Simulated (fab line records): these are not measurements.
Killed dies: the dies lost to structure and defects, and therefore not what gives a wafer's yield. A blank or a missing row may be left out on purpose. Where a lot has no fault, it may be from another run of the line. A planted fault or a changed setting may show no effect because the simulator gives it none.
Which tool did it? | flow nand_harc | 17 wafers from 6 lots sampled at 5 of the route's 1302 steps

## WHAT THE GAUGES SHOWED, per wafer
NHARC_END_SORT_01.
lot  | measured     | on        | killed_at_array
L810 | day 31 02:25 | prober-02 | 69 66 674
L812 | day 31 20:02 | prober-01 | 674 74

## WHAT TOOL EACH LOT RAN ON (gives the tool, then ch and the chambers of the sampled wafers, and finally the start)
lot  | NHARC_A_SLIT_ETCH_29               | NHARC_A_WL_FILL_ETCHBACK_04       | NHARC_A_WL_FILL_ETCHBACK_05       | NHARC_A_WL_FILL_STRIP_29
L796 | rie_diel-10 ch 1,2, day 20 15:07   | rie_metal-03 ch 0,1, day 20 23:41 | rie_metal-03 ch 0,1, day 20 23:56 | rie_diel-04 ch 0,1,3, day 21 11:52
L807 | rie_diel-10 ch 1,2,3, day 24 21:07 | rie_metal-02 ch 0,1, day 25 05:40 | rie_metal-02 ch 0,1, day 25 05:53 | rie_diel-04 ch 1,2, day 25 19:52
L808 | rie_diel-10 ch 0,1, day 25 18:40   | rie_metal-01 ch 0,1, day 26 03:14 | rie_metal-01 ch 0,1, day 26 03:27 | rie_diel-06 ch 0,2,3, day 26 15:03
L810 | rie_diel-09 ch 0,1,2, day 26 19:20 | rie_metal-02 ch 0,1, day 27 03:49 | rie_metal-02 ch 0,1, day 27 04:03 | rie_diel-13 ch 0,3, day 27 14:20
L812 | rie_diel-09 ch 1, day 27 09:53     | rie_metal-02 ch 0,1, day 27 17:21 | rie_metal-02 ch 0,1, day 27 17:34 | rie_diel-13 ch 2,3, day 28 03:32
L817 | rie_diel-10 ch 0,1,3, day 30 15:08 | rie_metal-01 ch 0,1, day 31 00:07 | rie_metal-01 ch 1, day 31 00:20   | rie_diel-06 ch 0,2, day 31 08:13
- NHARC_A_SLIT_ETCH_29: etches the open film in CF4/O2, target depth 100 nm, overetch 10 nm, time 55 s.
- NHARC_A_WL_FILL_ETCHBACK_04: etches the open film in NF3, target depth 60 nm, time 120 s.
- NHARC_A_WL_FILL_ETCHBACK_05: etches the open film in Cl2/BCl3, target depth 22 nm, time 60 s.
- NHARC_A_WL_FILL_STRIP_29: strips in O2, time 20 s.

## THE ANSWER, worked out from the rows above alone
Rule: usual is defined by the lots themselves. Put in order of their means at a reading, lots are off if they are a third of the lots or fewer, leave a main group of 4 or more, and stand apart from it by a gap of 3 or more times the standard deviation of the main group's means; of several such gaps the widest counts. Not used: any main group whose means are identical at the precision the tables above print for the reading. Also off: a lot with no number at a reading for which 4 or more lots have one. All remaining lots with rows at the step are treated as sound.
Across all readings shown, no lot is off: no conclusion can be drawn from this.

## WHAT THE SIMULATOR PUT IN
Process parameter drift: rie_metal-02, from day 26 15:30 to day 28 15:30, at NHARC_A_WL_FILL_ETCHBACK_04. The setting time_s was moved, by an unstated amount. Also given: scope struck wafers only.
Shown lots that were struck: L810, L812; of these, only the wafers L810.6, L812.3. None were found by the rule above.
